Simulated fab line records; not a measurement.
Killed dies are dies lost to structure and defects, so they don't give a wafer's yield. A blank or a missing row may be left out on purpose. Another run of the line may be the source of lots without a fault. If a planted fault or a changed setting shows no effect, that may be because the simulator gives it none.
fab line records -- flow nand_harc
record: lots: 5, wafers: 15, last_day: 33
route steps=1302 shown A_DECK1_JOINT@533 A_ONON_D2@545 END@1302
lots with no fault: from the same line, run without faults
start_h: hours from the record's first day to the start of the lot's first wafer shown -- wait_h: hours from the lot's prior step to this one -- " the same as in the row above -- L1.1+2: one row covering several wafers at once -- - no value, or no start given -- * or withheld: withheld -- < > ~ a bound
route shown NAME@n: a module of which the file shows steps, and the number in the route of the first -- usual: the fault-free wafers' mean and standard deviation -- same: alike in all rows -- chamber/n: place in a boat -- sites: per-site readings -- _std_site: the standard deviation of these -- _edge_site: inner sites' mean taken away from outer sites' mean -- radius_mm: for every site, how far away it sits from the centre of the wafer -- mask NAME#n: copy n -- behind: the last tool/chamber to shape the wafer -- hold: why the lot was held/for how many hours/how that ended -- device: which transistor (n, p or np) failed to switch -- end of line: tests of these same wafers at the route's end -- where a step has no rows: the recipe by itself -- killed: at the first sort, the dies lost to defects and structure; wafer yield is something else -- map: dies across one wafer; x = killed, . = not, _ = none there
set.NAME: the setting as run; set.NAME@STEP: as run at that earlier step -- model.NAME: the simulator's own value behind a step, which no gauge read
certain route steps with their lots: each step a table, each wafer a row
services: from which hour (start_h, from the record's first day; less than 0 if before it) a tool's chamber was out of use, for how many hours, and why
== steps ==
step: NHARC_A_DECK1_JOINT_CVD_34
recipe: target_thk_a: 200, temp_c: 700, pressure_mtorr: 300, material: SiNx
step: NHARC_A_DECK1_JOINT_DEP_06
recipe: target_thk_a: 800, temp_c: 65, material: SiOx
step: NHARC_A_DECK1_JOINT_CURE_26
recipe: temp_c: 150, time_s: 32, pressure_atm: 0.395
step: NHARC_A_DECK1_JOINT_ANNEAL_27
recipe: temp_c: 400, time_s: 3600, idle_temp_c: 300, ramp_up_c_per_min: 10, densification_p_h2o_torr: 640
step: NHARC_A_DECK1_JOINT_ANNEAL_28
recipe: temp_c: 500, time_s: 1800, idle_temp_c: 400, ramp_up_c_per_min: 10, densification_p_h2o_torr: 640
step: NHARC_A_DECK1_JOINT_ANNEAL_29
recipe: temp_c: 750, time_s: 1800, idle_temp_c: 500, ramp_up_c_per_min: 10, ramp_down_c_per_min: 3
step: NHARC_A_DECK1_JOINT_CMP_02
recipe: material: SiOx
usual: motor_current_A: 11.5/1
lot.wafer,tool,chamber,start_h,wait_h,motor_current_A
L555.3,cmp-02,0,283.55,0.5,11.6
L555.5,cmp-02,3,283.55,0.5,11.5
L555.6,cmp-02,0,283.55,0.5,11.4
L566.2,cmp-01,1,398.60,0.4,11.4
L566.4,cmp-01,2,398.60,0.4,11.6
L566.1,cmp-01,0,398.60,0.4,10.8
L571.4,cmp-01,1,445.97,0.4,10.6
L571.3,cmp-01,0,445.97,0.4,11.1
L571.6,cmp-01,1,445.97,0.4,10.5
L570.1,cmp-02,3,446.00,0.4,11.8
L570.2,cmp-02,0,446.00,0.4,11.1
L570.6,cmp-02,2,446.00,0.4,12.0
L576.4,cmp-02,3,501.36,0.4,12.2
L576.1,cmp-02,0,501.36,0.4,11.4
L576.5,cmp-02,2,501.36,0.4,11.2
step: NHARC_A_DECK1_JOINT_SRD_15
step: NHARC_A_DECK1_JOINT_DEP_16
recipe: target_thk_a: 450, temp_c: 400, pressure_torr: 6.5, rf_w: 900, teos_flow_sccm: 161.4, flow_sccm: 2650, target_thk_nm: 45, gas: O2, material: SiO2
usual: heater_power_w: 590/95, throttle_valve_pct: 15.8/0.61
lot.wafer,tool,chamber,start_h,wait_h,heater_power_w,since_wet_clean_h,throttle_valve_pct
L555.3,pecvd-02,2,283.94,0.1,673,42,15.3
L555.5,pecvd-02,1,283.94,0.1,499,-,15.5
L555.6,pecvd-02,2,283.94,0.1,689,-,15.1
L566.2,pecvd-03,0,398.99,0.1,771,20,16.4
L566.1,pecvd-03,2,398.99,0.1,615,20,16.8
L566.4,pecvd-03,1,398.99,0.1,432,-,16.2
L570.1,pecvd-02,2,446.34,0.1,671,24,14.9
L570.2,pecvd-02,1,446.34,0.1,642,24,15.3
L570.6,pecvd-02,2,446.34,0.1,701,-,14.9
L571.3,pecvd-04,2,446.51,0.2,562,164,16.1
L571.6,pecvd-04,2,446.51,0.2,561,-,16.0
L571.4,pecvd-04,1,446.51,0.2,616,-,14.7
L576.1,pecvd-04,1,501.76,0.1,599,39,15.2
L576.4,pecvd-04,2,501.76,0.1,460,-,15.9
L576.5,pecvd-04,1,501.76,0.1,608,-,15.2
step: NHARC_A_DECK1_JOINT_THK_MEAS_17
recipe: thk_meas_gauge: ellipsometry
usual: thk_nm: 44.9/1.1
lot.wafer,tool,chamber,start_h,wait_h,thk_nm
L555.3,film_metro-02,-,284.19,0.2,44.6
L555.5,film_metro-02,-,284.19,0.2,44.6
L555.6,film_metro-02,-,284.19,0.2,43.3
L566.1,film_metro-02,-,399.27,0.2,44.2
L566.2,film_metro-02,-,399.27,0.2,44.3
L566.4,film_metro-02,-,399.27,0.2,46.2
L570.1,film_metro-02,-,446.63,0.3,45.0
L570.2,film_metro-02,-,446.63,0.3,45.4
L570.6,film_metro-02,-,446.63,0.3,44.6
L571.3,film_metro-01,-,446.79,0.3,44.2
L571.4,film_metro-01,-,446.79,0.3,43.6
L571.6,film_metro-01,-,446.79,0.3,44.5
L576.1,film_metro-01,-,501.98,0.2,44.9
L576.4,film_metro-01,-,501.98,0.2,44.5
L576.5,film_metro-01,-,501.98,0.2,45.1
step: NHARC_A_DECK1_JOINT_INSPECT_05
usual: raw_defect_count: 290/120
lot.wafer,tool,chamber,start_h,wait_h,raw_defect_count
L555.3,defect_inspect-01,-,284.23,0.0,250
L555.5,defect_inspect-01,-,284.23,0.0,242
L555.6,defect_inspect-01,-,284.23,0.0,232
L566.1,defect_inspect-02,-,399.31,0.0,202
L566.2,defect_inspect-02,-,399.31,0.0,305
L566.4,defect_inspect-02,-,399.31,0.0,261
L570.1,defect_inspect-02,-,446.66,0.0,369
L570.2,defect_inspect-02,-,446.66,0.0,261
L570.6,defect_inspect-02,-,446.66,0.0,315
L571.3,defect_inspect-01,-,446.82,0.0,315
L571.4,defect_inspect-01,-,446.82,0.0,403
L571.6,defect_inspect-01,-,446.82,0.0,523
L576.1,defect_inspect-01,-,502.02,0.0,422
L576.4,defect_inspect-01,-,502.02,0.0,313
L576.5,defect_inspect-01,-,502.02,0.0,414
step: NHARC_A_ONON_D2_DEP_00
recipe: target_thk_a: 10000, n2_flow_sccm: 2750, n2o_flow_sccm: 2000, nh3_flow_sccm: 500, sih4_flow_sccm: 210, temp_c: 400
lot.wafer,tool,chamber,start_h,wait_h
L555.3+5+6,pecvd_onon-04,0,284.41,0.2
L566.1+2+4,pecvd_onon-04,0,399.38,0.1
L570.1+2+6,pecvd_onon-04,0,446.73,0.1
L571.3+4+6,pecvd_onon-01,0,447.01,0.2
L576.1+4+5,pecvd_onon-03,0,502.08,0.1
step: NHARC_A_ONON_D2_THK_MEAS_02
recipe: thk_meas_gauge: ellipsometry
usual: thk_nm: 1004/7.1
lot.wafer,tool,chamber,start_h,wait_h,thk_nm
L555.3,film_metro-01,-,284.80,-,1014
L555.5,film_metro-01,-,284.80,-,1012
L555.6,film_metro-01,-,284.80,-,1012
L566.1,film_metro-01,-,399.89,-,1006
L566.2,film_metro-01,-,399.89,-,1007
L566.4,film_metro-01,-,399.89,-,1005
L570.1,film_metro-02,-,447.24,-,664
L570.2,film_metro-02,-,447.24,-,1001
L570.6,film_metro-02,-,447.24,-,1002
L571.3,film_metro-02,-,447.40,-,1010
L571.4,film_metro-02,-,447.40,-,1011
L571.6,film_metro-02,-,447.40,-,1011
L576.1,film_metro-02,-,502.59,-,1000
L576.4,film_metro-02,-,502.59,-,999
L576.5,film_metro-02,-,502.59,-,1001
step: NHARC_A_ONON_D2_DEP_03
recipe: target_thk_a: 10000, n2_flow_sccm: 2750, n2o_flow_sccm: 2000, nh3_flow_sccm: 500, sih4_flow_sccm: 210, temp_c: 400
step: NHARC_END_SORT_01
recipe: temp_c: 25
usual: killed_at_array: 55/19, killed_at_other: 0.8/1.1, killed_at_periphery: 4.0/2.6, killed_dies: 60/20, killed_open: 3.4/1.7, killed_short: 2.6/1.5
same: gross_dies: 677
lot.wafer,tool,chamber,start_h,wait_h,killed_at_array,killed_at_other,killed_at_periphery,killed_dies,killed_open,killed_short
L555.3,prober-02,0,572.83,3.1,84,0,1,85,2,4
L555.5,prober-02,0,574.41,3.7,66,0,8,74,4,4
L555.6,prober-02,0,575.21,4.0,68,2,5,75,5,3
L566.1,prober-01,0,682.44,2.5,73,0,1,74,4,6
L566.2,prober-01,0,683.24,2.8,55,1,3,59,4,5
L566.4,prober-01,0,684.86,3.4,57,1,5,63,1,3
L570.1,prober-02,0,739.60,2.5,668,0,9,677,3,1
L570.2,prober-02,0,740.40,2.8,94,0,7,101,3,2
L570.6,prober-02,0,743.58,4.0,85,1,6,92,2,0
killed by level:class
L555.3 A_CHANNEL_HOLE_D1:chamber_film_flake=30 A_SLIT:chamber_film_flake=27 A_CHANNEL_HOLE_D2:chamber_film_flake=9 A_CONTACT:chamber_film_flake=6 A_M0:geometric_particle:open=2 A_STAIRCASE:chamber_film_flake=2 A_WL_FILL:chamber_film_flake=2 A_ONON_D1:geometric_particle:short=1
L555.5 A_CHANNEL_HOLE_D1:chamber_film_flake=30 A_SLIT:chamber_film_flake=24 P_GATE:chamber_film_flake=5 A_ZERO_WELL:chamber_film_flake=3 P_CONTACT:geometric_particle:open=2 A_WL_FILL:geometric_particle:short=2 A_CONTACT:chamber_film_flake=2 P_CONTACT:geometric_particle:short=1
L555.6 A_SLIT:chamber_film_flake=26 A_CHANNEL_HOLE_D1:chamber_film_flake=24 A_CHANNEL_HOLE_D2:chamber_film_flake=7 A_CONTACT:chamber_film_flake=3 A_SGD_CUT:chamber_film_flake=2 THIN_TSV:chamber_film_flake=2 P_STI:geometric_particle:open=1 P_GATE:geometric_particle:open=1
L566.1 A_SLIT:chamber_film_flake=37 A_STAIRCASE:chamber_film_flake=7 A_WL_FILL:chamber_film_flake=6 A_CHANNEL_HOLE_D2:chamber_film_flake=5 A_CHANNEL_HOLE_D1:chamber_film_flake=3 A_CHANNEL_FILL_D2:chamber_film_flake=3 A_M0:geometric_particle:short=2 P_GATE:geometric_particle:short=1
L566.2 A_SLIT:chamber_film_flake=25 A_CHANNEL_HOLE_D2:chamber_film_flake=6 A_STAIRCASE:chamber_film_flake=4 A_M1:chamber_film_flake=3 A_CHANNEL_FILL_D1:geometric_particle:short=2 A_CHANNEL_FILL_D1:geometric_particle:open=2 P_M2:chamber_film_flake=2 A_CHANNEL_HOLE_D1:chamber_film_flake=2
L566.4 A_SLIT:chamber_film_flake=31 A_CHANNEL_HOLE_D1:chamber_film_flake=7 A_CHANNEL_HOLE_D2:chamber_film_flake=5 A_M1:chamber_film_flake=4 A_WL_FILL:chamber_film_flake=3 P_M2:chamber_film_flake=2 A_STAIRCASE:chamber_film_flake=2 A_CONTACT:chamber_film_flake=2
L570.1 A_ONON_D2:area_dep=565 A_CHANNEL_HOLE_D1:chamber_film_flake=34 A_SLIT:chamber_film_flake=29 A_CHANNEL_HOLE_D2:chamber_film_flake=15 A_STAIRCASE:chamber_film_flake=7 A_CONTACT:chamber_film_flake=6 A_WL_FILL:chamber_film_flake=4 P_GATE:chamber_film_flake=3
L570.2 A_CHANNEL_HOLE_D1:chamber_film_flake=38 A_SLIT:chamber_film_flake=20 A_CHANNEL_HOLE_D2:chamber_film_flake=16 A_CONTACT:chamber_film_flake=7 A_STAIRCASE:chamber_film_flake=3 A_WL_FILL:chamber_film_flake=3 P_GATE:chamber_film_flake=2 P_CONTACT:chamber_film_flake=2
L570.6 A_CHANNEL_HOLE_D1:chamber_film_flake=32 A_SLIT:chamber_film_flake=24 A_CHANNEL_HOLE_D2:chamber_film_flake=12 A_CONTACT:chamber_film_flake=10 A_STAIRCASE:chamber_film_flake=4 P_GATE:chamber_film_flake=3 A_WL_FILL:chamber_film_flake=3 P_GATE:geometric_particle:open=1
map L570.1 (x killed, . not)
____________x____________
_________xxxxxxx_________
_______xxxxxxxxxxx_______
______xxxxxxxxxxxxx______
_____xxxxxxxxxxxxxxx_____
____xxxxxxxxxxxxxxxxx____
____xxxxxxxxxxxxxxxxx____
___xxxxxxxxxxxxxxxxxxx___
___xxxxxxxxxxxxxxxxxxx___
__xxxxxxxxxxxxxxxxxxxxx__
__xxxxxxxxxxxxxxxxxxxxx__
_xxxxxxxxxxxxxxxxxxxxxxx_
_xxxxxxxxxxxxxxxxxxxxxxx_
_xxxxxxxxxxxxxxxxxxxxxxx_
_xxxxxxxxxxxxxxxxxxxxxxx_
_xxxxxxxxxxxxxxxxxxxxxxx_
xxxxxxxxxxxxxxxxxxxxxxxxx
xxxxxxxxxxxxxxxxxxxxxxxxx
xxxxxxxxxxxxxxxxxxxxxxxxx
xxxxxxxxxxxxxxxxxxxxxxxxx
xxxxxxxxxxxxxxxxxxxxxxxxx
_xxxxxxxxxxxxxxxxxxxxxxx_
_xxxxxxxxxxxxxxxxxxxxxxx_
_xxxxxxxxxxxxxxxxxxxxxxx_
_xxxxxxxxxxxxxxxxxxxxxxx_
_xxxxxxxxxxxxxxxxxxxxxxx_
__xxxxxxxxxxxxxxxxxxxxx__
__xxxxxxxxxxxxxxxxxxxxx__
___xxxxxxxxxxxxxxxxxxx___
___xxxxxxxxxxxxxxxxxxx___
____xxxxxxxxxxxxxxxxx____
____xxxxxxxxxxxxxxxxx____
_____xxxxxxxxxxxxxxx_____
______xxxxxxxxxxxxx______
_______xxxxxxxxxxx_______
_________xxxxxxx_________
____________x____________
map L566.1 (x killed, . not)
____________.____________
_________.....x._________
_______........x.._______
______.............______
_____..............._____
____.................____
____.................____
___...........x.......___
___............x......___
__.................x...__
__..............x..x.x.__
_............xx........._
_...xx.................._
_..x...............x...._
_.......x.x..x.........._
_.x..xx.....x..........._
.....xxx.xx..x........x..
......xxxx...............
......xxxxx..............
.......xxxx..............
.....xxxx................
_.....x.xx.x............_
_x...x...xx..x.........._
_x..xxxxx..............._
_.........x............._
_...x...x.............x._
__..........x..........__
__...........xx........__
___..................x___
___...................___
____.......x.........____
____.....xx........x.____
_____..............._____
______.......x.....______
_______.....x....._______
_________......._________
____________.____________
== services ==
tool,chamber,start_h,hours,kind
cmp-02,-,260.38,0.3,repair
pecvd-04,-,269.12,13.0,pm
cmp-01,-,280.31,1.3,repair
cmp-01,-,284.03,4.0,pm
pecvd-02,1,292.36,3.5,repair
cmp-02,-,306.59,4.2,repair
pecvd_onon-04,-,311.00,13.0,pm
pecvd-04,-,313.03,0.6,repair
pecvd-04,-,319.65,0.9,repair
pecvd-04,1,322.90,18.7,repair
cmp-02,-,330.50,4.0,pm
cmp-01,-,350.33,4.3,repair
pecvd-02,-,363.02,1.0,repair
cmp-01,-,382.03,4.0,pm
pecvd-02,-,397.18,0.7,repair
cmp-01,-,399.67,2.2,repair
cmp-01,-,404.79,8.0,repair
pecvd-02,-,409.62,13.0,pm
cmp-02,-,428.50,4.0,pm
pecvd-04,-,450.12,13.0,pm
cmp-02,-,452.40,1.7,repair
cmp-01,-,452.60,0.6,repair
cmp-02,-,477.46,0.7,repair
pecvd_onon-04,-,492.00,13.0,pm
== key ==
first_sign: step: NHARC_A_ONON_D2_THK_MEAS_02, reading: thk_nm, direction: down, sigmas: 48, usual: 1004, struck: 664
effect: step: NHARC_END_SORT_01, reading: killed_at_array, direction: up, sigmas: 32, usual: 55, struck: 668
more_kills_born_at: NHARC_A_ONON_D2_DEP_00@pecvd_onon-04: 565
met_at NHARC_A_ONON_D2_DEP_00
struck_wafers L570.1
later_rows_left_out L570.1
tester_left_out L570
onset_between 399.38 446.73
fault: kind: process_parameter_drift, tool: pecvd_onon-04, chamber: -, onset_h: 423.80, steps: NHARC_A_ONON_D2_DEP_00, channel: target_thk_a, offset: *, shape: step, end_h: 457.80, scope: struck_wafers_only, acts_in: *, stated: *
tester_left_out: of these lots the tester's yield and bins aren't shown, on N5 and GAA mostly nor the transistor test; their killed dies are dies lost to structure and defects alone, not to doping, threshold or leakage, so they don't give the yield
later_rows_left_out: the simulator's readings of these wafers behind a module that went badly wrong aren't trusted and aren't shown, but for the sort
